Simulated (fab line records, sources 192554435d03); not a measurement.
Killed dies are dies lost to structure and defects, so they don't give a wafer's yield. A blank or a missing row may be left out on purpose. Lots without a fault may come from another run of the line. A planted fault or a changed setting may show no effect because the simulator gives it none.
Chamber matching | flow n5_finfet | N5_BEOL_M4_ILD_DEP_00 on pecvd-03: 3 sister chambers
The step deposits SiOC from DEMS/O2, target thk 79 nm, time 15.3 s. 6 wafers are shown with their chamber, then 12 later ones without.

WAFERS WITH THEIR CHAMBER
wafer  | chamber | throttle_valve_pct (%) | showerhead_vpp_V (V)
L076.6 | 0       | 11.3                   | 1295
L088.3 | 1       | 12.6                   | 1333
L088.4 | 2       | 12.5                   | 1338
L089.1 | 0       | 11.3                   | 1306
L089.4 | 1       | 12.8                   | 1340
L089.5 | 2       | 12.4                   | 1328

WAFERS WITHOUT THEIR CHAMBER
wafer  | throttle_valve_pct (%) | showerhead_vpp_V (V)
L091.2 | 11.2                   | 1300
L091.3 | 12.9                   | 1357
L091.6 | 12.8                   | 1331
L090.1 | 11.4                   | 1327
L090.2 | 12.6                   | 1333
L090.5 | 12.6                   | 1365
L092.2 | 12.7                   | 1379
L092.3 | 11.5                   | 1300
L092.4 | 12.1                   | 1325
L096.1 | 12.4                   | 1352
L096.3 | 12.4                   | 1324
L096.5 | 12.5                   | 1333

WHICH CHAMBER EACH WENT THROUGH
wafer  | from the rows above     | in truth
L091.2 | 0                       | 0
L091.3 | 1                       | 1
L091.6 | 1                       | 1
L090.1 | 0                       | 0
L090.2 | can't be placed: 1 or 2 | 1
L090.5 | can't be placed: 1 or 2 | 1
L092.2 | can't be placed: 1 or 2 | 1
L092.3 | 0                       | 0
L092.4 | 2                       | 2
L096.1 | can't be placed: 2 or 1 | 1
L096.3 | 2                       | 2
L096.5 | can't be placed: 2 or 1 | 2
Placed correctly: 7 of 12. Can't be placed from these rows: 5 (the true chamber is among the candidates in 5). Placed wrongly: 0.
How it was worked out, from the rows above alone: a wafer's distance from a chamber is the root of the sum, over the readings, of the square of ((its reading less the chamber's mean) divided by the reading's scatter). The wafer belongs to the nearest chamber; if the next one is less than 2 further off, it can't be placed. A chamber's mean is the mean of its shown wafers. The scatter: the root of (the sum of the squares of (reading less its chamber's mean) over the shown wafers, divided by (wafers less chambers)).
